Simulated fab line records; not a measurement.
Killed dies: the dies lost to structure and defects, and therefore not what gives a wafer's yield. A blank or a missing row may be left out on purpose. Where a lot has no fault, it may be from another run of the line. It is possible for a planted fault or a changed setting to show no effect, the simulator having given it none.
8D (eight disciplines) problem report, filled in by code / flow n5 finfet / the parts of the form that need people (team, actions taken, sign-off) are left out

1. THE PROBLEM
raw defect count at N5_STI_FIN_REVEAL_INSPECT_13 reads a mean of 551 on 1 wafer of 1 lot; wafers without a fault read 12 with a standard deviation of 4.6. So: +99 or more standard deviations from the usual mean.
The step: inspects for defects (darkfield).
First observed at day 3 07:17: wafer L909.2, on defect inspect-02. Wafers with a number at this step in the record: 27, from 9 lots. By rule, "out" or "out of limits" means more than 4 standard deviations away from the usual mean. The other wafers with a number count as sound.

2. WHAT IT IS, WHAT IT ISN'T
question=which readings at this step | is=raw defect count | is not=-
question=which lots | is=L909 | is not=L907, L908, L923, L924, L925, L926, L927, L928
question=which wafers of those lots | is=L909.2 | is not=L909.3, L909.6
question=read on which gauges | is=defect inspect-02 | is not=defect inspect-01
question=when | is=from day 3 07:17 | is not=up to then (8 sound wafers); but 18 sound wafers of L923, L924, L925, L926, L927, L928 came after

3. WHAT RULES OUT EACH SUSPECT
Counting: a tool at a process step up to the reading stays a suspect if it ran every lot that is out. Sound lots after the first of them don't rule it out here, since some wafers of a struck lot are sound.
- the gauge at N5_STI_FIN_REVEAL_INSPECT_13 has been ruled out. All the wafers that are out were read on defect inspect-02, but those of them that N5_PASSIVATION_PROBE_49 has rows for are out there too, on other tools.
- rie si-03 at N5_FIN_CUT_CUT_ETCH_15 (etches Si in HBr/Cl2/O2, target depth 100 nm, bt time 10 s, time 42.4 s): kept. It ran the lot that is out, L909 (day 2 21:42).
- ald sin-04 at N5_STI_FIN_REVEAL_ALD_14 (deposits Si3N4, target thk 3 nm): kept. It ran the lot that is out, L909 (day 2 22:04); its last sound lot up to then is L908 (day 2 17:05).
- wet bench-06 at N5_STI_FIN_REVEAL_PRECLEAN_29 (cleans in DHF, time 30 s): kept. It ran the lot that is out, L909 (day 3 04:26); its last sound lot up to then is L908 (day 2 23:02).
- At N5_FIN_CUT_CUT_ETCH_15, inside rie si-03: chamber 3 took the wafers that are out, while their sound lot-mates went through chambers 1, 2.
- At N5_STI_FIN_REVEAL_PRECLEAN_29, inside wet bench-06: chamber 2 took the wafers that are out, while their sound lot-mates went through chambers 1, 5.
rie si-03 at N5_FIN_CUT_CUT_ETCH_15, ald sin-04 at N5_STI_FIN_REVEAL_ALD_14 and wet bench-06 at N5_STI_FIN_REVEAL_PRECLEAN_29 are what is left after counting.

4. THE CAUSE (what the simulator had put in)
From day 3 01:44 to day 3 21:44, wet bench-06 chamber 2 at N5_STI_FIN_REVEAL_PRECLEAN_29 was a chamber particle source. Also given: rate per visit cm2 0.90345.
Of the 3 suspects that counting leaves, this tool is one.

5. THE EFFECT CHAIN, in route order
Each row: a reading whose mean over the struck wafers that have a number lies more than 3 standard deviations from the usual. Scope: only readings with a usual standard deviation given in the record; hours: median across lots of the time from each lot's start at the first step in this table that gives one to its start at this step; sigmas: change in usual standard deviations.
hours=0; step=N5_STI_FIN_REVEAL_INSPECT_13; reading=raw defect count; usual=12; on struck wafers=551; change=+539; sigmas=+99 or more
hours=269; step=N5_PASSIVATION_PROBE_49; reading=defect limited yield; usual=91.0 %; on struck wafers=82.8; change=-8.2; sigmas=-5.5
hours=269; step=N5_PASSIVATION_PROBE_49; reading=killed at front end; usual=39; on struck wafers=139; change=+100; sigmas=+9.1
hours=269; step=N5_PASSIVATION_PROBE_49; reading=killed dies; usual=106; on struck wafers=203; change=+97; sigmas=+5.7
hours=269; step=N5_PASSIVATION_PROBE_49; reading=sort_bin_5_function; usual=5.3 %; on struck wafers=10.7; change=+5.4; sigmas=+5.4
hours=269; step=N5_PASSIVATION_PROBE_49; reading=sort n pass; usual=1074; on struck wafers=977; change=-97; sigmas=-5.7
hours=269; step=N5_PASSIVATION_PROBE_49; reading=sort yield pct; usual=91.0 %; on struck wafers=82.8; change=-8.2; sigmas=-5.5
Here are the process steps it includes:
- N5_PASSIVATION_PROBE_49
Later measuring or inspecting steps at which every struck wafer that the step has a row for has a number for every such reading, and none has moved that far: N5_BEOL_M4_RC_MEAS_101.

6. HOW IT WOULD HAVE BEEN CAUGHT EARLIER
Counted from the fault's start at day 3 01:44, it took 6 hours until the first out-of-limits reading at a measuring or inspecting step in this record, taken at day 3 07:17.
Tool readings at N5_STI_FIN_REVEAL_PRECLEAN_29 with a usual standard deviation given in the record: none out on any struck wafer, hence no alarm at a limit of 4 standard deviations on them.
Lots out: 1; all had begun N5_STI_FIN_REVEAL_PRECLEAN_29 on wet bench-06 by day 3 07:17. Had the tool been put on hold then, not one of them would have been saved.
